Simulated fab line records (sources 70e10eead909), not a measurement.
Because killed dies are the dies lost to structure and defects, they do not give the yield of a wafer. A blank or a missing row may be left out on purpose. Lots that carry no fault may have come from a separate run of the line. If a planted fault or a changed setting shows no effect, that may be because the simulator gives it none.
Matching of chambers ; flow nand harc ; rie si-02 running NHARC_A_CHANNEL_FILL_D1_ETCHBACK_19: 4 sister chambers
The step etches the open film in HBr/Cl2, target depth 5 nm, time 1.7 s. 4 wafers are shown with their chamber, then 11 later ones without.

WAFERS PAIRED WITH THEIR CHAMBERS
wafer;chamber;oes product au (a.u.)
L084.2;3;1.010
L086.2;1;1.001
L086.6;0;0.998
L090.1;2;1.011

WAFERS WITH NO CHAMBER GIVEN
wafer;oes product au (a.u.)
L090.2;0.998
L090.3;1.002
L093.3;1.003
L093.5;1.008
L093.6;0.991
L094.1;1.004
L094.4;0.991
L094.5;1.016
L096.4;0.997
L096.5;0.999
L096.6;1.007

EACH ONE'S CHAMBER
wafer;from the rows above;in truth
L090.2;can't be placed: 0 or 1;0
L090.3;can't be placed: 1 or 0 or 3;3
L093.3;can't be placed: 1 or 0 or 3 or 2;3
L093.5;can't be placed: 3 or 2 or 1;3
L093.6;can't be placed: 0 or 1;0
L094.1;can't be placed: 1 or 0 or 3 or 2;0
L094.4;can't be placed: 0 or 1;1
L094.5;can't be placed: 2 or 3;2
L096.4;can't be placed: 0 or 1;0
L096.5;can't be placed: 0 or 1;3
L096.6;can't be placed: 3 or 2 or 1 or 0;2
0 of 11 placed correctly. Unplaceable from these rows: 11, with the true chamber sitting among the candidates in 10. Wrongly placed: 0.
How it was worked out, from the rows above alone: a wafer's distance from a chamber is the root of the sum, over the readings, of the square of ((its reading less the chamber's mean) divided by the reading's scatter). The wafer belongs to the nearest chamber; if the next one is less than 2 further off, it can't be placed. The mean given for a chamber averages the wafers shown for that chamber. The scatter: root of mean squared gap, hidden wafer to nearest shown wafer, with one shown wafer a chamber.
